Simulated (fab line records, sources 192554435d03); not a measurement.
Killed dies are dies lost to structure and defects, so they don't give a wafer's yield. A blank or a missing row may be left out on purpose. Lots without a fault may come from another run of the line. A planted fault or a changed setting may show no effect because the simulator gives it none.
Which tool did it? | flow n5_finfet | 8 lots, 24 wafers sampled, at 8 steps of a route of 1938

WHAT THE GAUGES READ, wafer by wafer
N5_FIN_SAQP_CD_MEAS_31: target cd 8 nm. Usual: cd_nm 8.10 nm, standard deviation 0.23.
lot  | measured    | on        | cd_nm (nm)     | flag
L551 | day 2 20:25 | cd_sem-01 | 7.86 8.14 8.19 |
L554 | day 3 19:31 | cd_sem-01 | 7.88 8.57 7.97 |
L563 | day 5 22:16 | cd_sem-01 | 8.07 8.06 8.22 |
L567 | day 7 00:03 | cd_sem-03 | 8.41 8.02 7.97 |
L568 | day 7 04:49 | cd_sem-03 | 8.35 8.03 8.15 |
L569 | day 7 10:53 | cd_sem-03 | 7.69 8.22 7.80 |
L570 | day 7 16:46 | cd_sem-01 | 8.29 7.85 8.25 |
L571 | day 8 00:47 | cd_sem-01 | 7.74 7.81 8.11 |

N5_FIN_SAQP_INSPECT_40: inspects for defects (brightfield). Usual: raw_defect_count 226, standard deviation 65.
lot  | measured    | on                | raw_defect_count | flag
L551 | day 2 21:00 | defect_inspect-02 | 244 311 264      |
L554 | day 3 20:06 | defect_inspect-02 | 1344 140 150     | OFF
L563 | day 5 22:52 | defect_inspect-02 | 229 207 268      |
L567 | day 7 00:40 | defect_inspect-01 | 178 249 255      |
L568 | day 7 05:28 | defect_inspect-02 | 209 289 201      |
L569 | day 7 11:29 | defect_inspect-01 | 135 338 216      |
L570 | day 7 17:21 | defect_inspect-02 | 131 169 290      |
L571 | day 8 01:23 | defect_inspect-02 | 174 264 233      |

N5_FIN_CUT_INSPECT_10: inspects for defects (brightfield). Usual: raw_defect_count 42, standard deviation 12.
lot  | measured    | on                | raw_defect_count | flag
L551 | day 2 21:31 | defect_inspect-02 | 40 61 44         |
L554 | day 3 20:37 | defect_inspect-02 | 1211 24 32       | OFF
L563 | day 5 23:15 | defect_inspect-01 | 41 34 35         |
L567 | day 7 01:11 | defect_inspect-01 | 36 35 29         |
L568 | day 7 05:52 | defect_inspect-01 | 39 42 41         |
L569 | day 7 12:02 | defect_inspect-01 | 24 57 58         |
L570 | day 7 17:46 | defect_inspect-01 | 28 38 42         |
L571 | day 8 01:53 | defect_inspect-01 | 42 51 48         |

N5_FIN_CUT_INSPECT_17: inspects for defects (brightfield). Usual: raw_defect_count 230, standard deviation 65.
lot  | measured    | on                | raw_defect_count | flag
L551 | day 2 22:28 | defect_inspect-02 | 255 328 265      |
L554 | day 3 21:34 | defect_inspect-02 | 1355 152 154     | OFF
L563 | day 6 00:13 | defect_inspect-02 | 224 209 255      |
L567 | day 7 02:11 | defect_inspect-02 | 193 232 244      |
L568 | day 7 06:57 | defect_inspect-01 | 218 298 196      |
L569 | day 7 13:03 | defect_inspect-02 | 146 346 243      |
L570 | day 7 18:43 | defect_inspect-02 | 134 177 282      |
L571 | day 8 02:56 | defect_inspect-01 | 176 276 236      |

N5_BEOL_M4_RC_MEAS_101. Usual: DIBL_N 36.1 mV/V, standard deviation 1.6; DIBL_P 36.6 mV/V, standard deviation 1.9; IOFF_N 0.160 nA/um, standard deviation 0.026; IOFF_P 0.210 nA/um, standard deviation 0.028; ION_N 677 uA/um, standard deviation 10; ION_P 464 uA/um, standard deviation 6.9; SS_N 71.4 mV/dec, standard deviation 0.56; SS_P 73.3 mV/dec, standard deviation 0.61; VT_N 249.1 mV, standard deviation 2.6; VT_P -250 mV, standard deviation 3.3.
lot  | measured     | on        | DIBL_N (mV/V)  | DIBL_P (mV/V)  | IOFF_N (nA/um)    | IOFF_P (nA/um)    | ION_N (uA/um) | ION_P (uA/um) | SS_N (mV/dec)  | SS_P (mV/dec)  | VT_N (mV)         | VT_P (mV)      | flag
L551 | day 9 08:46  | prober-02 | 34.4 36.9 34.8 | 35.0 36.6 35.4 | 0.161 0.190 0.161 | 0.204 0.235 0.207 | 690 685 683   | 473 468 470   | 71.0 71.5 71.2 | 72.9 72.9 72.8 | 247.3 247.2 247.0 | -247 -249 -248 |
L554 | day 9 23:47  | prober-01 | 38.0 37.6 38.1 | 38.7 38.7 38.3 | 0.172 0.176 0.159 | 0.209 0.210 0.192 | 681 683 679   | 461 456 459   | 71.2 71.5 71.7 | 73.9 74.3 73.7 | 251.7 246.0 251.9 | -252 -253 -253 |
L563 | day 12 15:07 | prober-01 | 37.5 38.2 35.3 | 37.3 38.2 34.5 | 0.176 0.191 0.139 | 0.220 0.222 0.180 | 680 688 671   | 462 463 461   | 71.5 71.8 70.9 | 73.9 74.1 73.6 | 245.7 247.6 250.8 | -252 -250 -254 |
L567 | day 12 19:46 | prober-02 | 38.1 33.5 35.5 | 39.7 34.0 36.6 | 0.212 0.131 0.159 | 0.267 0.178 0.222 | 687 685 686   | 473 471 474   | 71.9 70.5 70.9 | 74.3 72.3 73.9 | 243.8 251.5 248.0 | -244 -249 -243 |
L568 | day 13 03:23 | prober-02 | 34.8 35.0 32.6 | 34.4 35.2 32.7 | 0.144 0.152 0.118 | 0.199 0.208 0.181 | 665 677 669   | 460 468 467   | 71.1 71.3 70.9 | 72.9 72.3 72.2 | 249.1 249.2 250.6 | -248 -247 -249 |
L569 | day 13 23:40 | prober-02 | 37.6 35.0 35.9 | 38.1 36.6 36.8 | 0.174 0.144 0.145 | 0.210 0.189 0.185 | 688 675 672   | 464 459 452   | 71.7 71.2 71.4 | 73.8 72.9 73.8 | 248.4 250.1 251.0 | -252 -255 -253 |
L570 | day 13 07:43 | prober-02 | 35.4 34.4 36.7 | 33.3 33.6 35.4 | 0.125 0.127 0.148 | 0.197 0.199 0.233 | 661 671 662   | 459 469 463   | 71.2 70.7 71.7 | 73.2 73.0 73.4 | 252.5 251.0 249.6 | -250 -249 -249 |
L571 | day 14 16:33 | prober-02 | 35.3 34.2 36.9 | 35.8 35.1 38.2 | 0.152 0.135 0.194 | 0.208 0.202 0.246 | 679 671 687   | 467 462 473   | 72.3 71.0 71.9 | 73.2 72.5 73.0 | 248.8 247.0 243.7 | -248 -249 -244 |

WHICH TOOL RAN EACH LOT (tool, then ch and the chambers of the sampled wafers, then the start)
lot  | N5_FIN_SAQP_MANDREL_ETCH_58     | N5_FIN_SAQP_ETCH_69               | N5_FIN_SAQP_MANDREL2_REMOVE_60
L551 | rie_si-01 ch 1,3, day 2 19:03   | rie_diel-01 ch 0,1,3, day 2 19:35 | rie_si-06 ch 0,3, day 2 20:19
L554 | rie_si-01 ch 1,2,3, day 3 18:10 | rie_diel-01 ch 0,1,3, day 3 18:41 | rie_si-04 ch 0,1,2, day 3 19:24
L563 | rie_si-04 ch 0,1,3, day 5 20:49 | rie_diel-01 ch 0,1, day 5 21:20   | rie_si-01 ch 1,2, day 5 22:10
L567 | rie_si-04 ch 0,1,2, day 6 22:39 | rie_diel-06 ch 0,1,3, day 6 23:11 | rie_si-01 ch 0,1,3, day 6 23:56
L568 | rie_si-01 ch 0,1,2, day 7 03:00 | rie_diel-02 ch 0,2, day 7 03:59   | rie_si-01 ch 0,1,3, day 7 04:43
L569 | rie_si-01 ch 0,3, day 7 09:11   | rie_diel-01 ch 2,3, day 7 09:43   | rie_si-04 ch 0,1, day 7 10:46
L570 | rie_si-04 ch 0,2, day 7 14:07   | rie_diel-06 ch 0,3, day 7 14:38   | rie_si-04 ch 0,2,3, day 7 16:40
L571 | rie_si-06 ch 0,2,3, day 7 21:04 | rie_diel-02 ch 1,2,3, day 7 21:38 | rie_si-06 ch 0,1,3, day 8 00:41
- N5_FIN_SAQP_MANDREL_ETCH_58: etches a-Si in HBr/Cl2, stops on SiNx, target depth 45 nm, bt time 10 s, time 27 s.
- N5_FIN_SAQP_ETCH_69: etches SOC in N2/H2, stops on SiNx, target depth 150 nm.
- N5_FIN_SAQP_MANDREL2_REMOVE_60: chemistry HBr/Cl2/O2, target a-Si, stops on SiNx, bt time 10 s.

WHAT THE TOOLS THEMSELVES READ (means of the sampled wafers that have a number; where no wafer has one, the mark that the record gives instead)
N5_FIN_SAQP_MANDREL_ETCH_58. Usual: chamber_pressure_mTorr 10.000 mTorr, standard deviation 0.0093; drypump_motor_current_A 5.6 A, standard deviation 0.46; oes_product_au 0.695 a.u., standard deviation 0.013; throttle_valve_pct 35.50 %, standard deviation 0.25.
lot  | tool      | chamber_pressure_mTorr (mTorr) | drypump_motor_current_A (A) | oes_product_au (a.u.) | throttle_valve_pct (%) | flag
L551 | rie_si-01 | 10.008                         | 5.2                         | 0.710                 | 35.56                  |
L554 | rie_si-01 | 10.010                         | 5.2                         | 0.706                 | 35.54                  |
L563 | rie_si-04 | 10.001                         | 5.3                         | 0.689                 | 35.42                  |
L567 | rie_si-04 | 9.996                          | 5.5                         | 0.689                 | 35.47                  |
L568 | rie_si-01 | 9.996                          | 5.3                         | 0.701                 | 35.36                  |
L569 | rie_si-01 | 9.991                          | 6.0                         | 0.682                 | 35.35                  |
L570 | rie_si-04 | 10.001                         | 5.7                         | 0.700                 | 35.46                  |
L571 | rie_si-06 | 10.006                         | 5.9                         | 0.687                 | 35.63                  |

N5_FIN_SAQP_ETCH_69. Usual: chamber_pressure_mTorr 29.999 mTorr, standard deviation 0.03; drypump_motor_current_A 5.5 A, standard deviation 0.36; oes_product_au 0.76 a.u., standard deviation 0.06; rf_vpp_V 241.5 V, standard deviation 1.1; showerhead_plenum_p_Torr 2.60 Torr, standard deviation 0.062; throttle_valve_pct 17.83 %, standard deviation 0.19.
lot  | tool        | chamber_pressure_mTorr (mTorr) | drypump_motor_current_A (A) | oes_product_au (a.u.) | rf_vpp_V (V) | showerhead_plenum_p_Torr (Torr) | throttle_valve_pct (%) | flag
L551 | rie_diel-01 | 30.000                         | 5.6                         | 0.77                  | 241.3        | 2.59                            | 17.71                  |
L554 | rie_diel-01 | 29.993                         | 5.7                         | 0.76                  | 242.3        | 2.58                            | 17.73                  |
L563 | rie_diel-01 | 30.016                         | 5.8                         | 0.73                  | 241.9        | 2.61                            | 17.74                  |
L567 | rie_diel-06 | 30.001                         | 5.5                         | 0.83                  | 241.6        | 2.59                            | 17.81                  |
L568 | rie_diel-02 | 29.998                         | 5.3                         | 0.85                  | 242.4        | 2.69                            | 17.83                  |
L569 | rie_diel-01 | 29.994                         | 4.9                         | 0.73                  | 240.2        | 2.53                            | 17.83                  |
L570 | rie_diel-06 | 29.994                         | 5.3                         | 0.83                  | 241.7        | 2.60                            | 18.02                  |
L571 | rie_diel-02 | 30.010                         | 5.7                         | 0.71                  | 241.0        | 2.60                            | 17.96                  |

N5_FIN_SAQP_MANDREL2_REMOVE_60. Usual: chamber_pressure_mTorr 10.000 mTorr, standard deviation 0.0095; drypump_motor_current_A 5.5 A, standard deviation 0.46; oes_product_au 1.001 a.u., standard deviation 0.02; throttle_valve_pct 36.67 %, standard deviation 0.24.
lot  | tool      | chamber_pressure_mTorr (mTorr) | drypump_motor_current_A (A) | oes_product_au (a.u.) | throttle_valve_pct (%) | flag
L551 | rie_si-06 | 10.006                         | 5.8                         | 1.011                 | 36.95                  |
L554 | rie_si-04 | 9.997                          | 5.5                         | 0.997                 | 36.58                  |
L563 | rie_si-01 | 9.997                          | 4.9                         | 1.016                 | 36.63                  |
L567 | rie_si-01 | 10.004                         | 5.6                         | 0.994                 | 36.61                  |
L568 | rie_si-01 | 9.997                          | 5.6                         | 0.992                 | 36.62                  |
L569 | rie_si-04 | 9.997                          | 5.3                         | 0.985                 | 36.38                  |
L570 | rie_si-04 | 10.006                         | 5.5                         | 1.010                 | 36.75                  |
L571 | rie_si-06 | 9.993                          | 6.0                         | 1.002                 | 36.86                  |

THE ANSWER, worked out from the rows above alone
Rule: a lot is off if the mean of its wafers that have a number lies more than 3 standard deviations from the usual mean. A lot without any number at a reading at which 4 lots or more have one is off too. The other lots that the step has rows for count as sound. The gauges are gone through in route order, then the tools' own readings, and for those a lot's mean is taken as printed above. The first step at which some lot is off is used, and at that step the reading that is off furthest; a lot without a number counts as furthest.
Off: L554, at N5_FIN_SAQP_INSPECT_40 (raw_defect_count).
A tool fits if, at a process step before that reading, it ran every lot that is off, and no sound lot after the first of them. The gauges at N5_FIN_SAQP_INSPECT_40 are tried like those tools. None of those tried fits.

WHAT THE SIMULATOR HAD PUT IN
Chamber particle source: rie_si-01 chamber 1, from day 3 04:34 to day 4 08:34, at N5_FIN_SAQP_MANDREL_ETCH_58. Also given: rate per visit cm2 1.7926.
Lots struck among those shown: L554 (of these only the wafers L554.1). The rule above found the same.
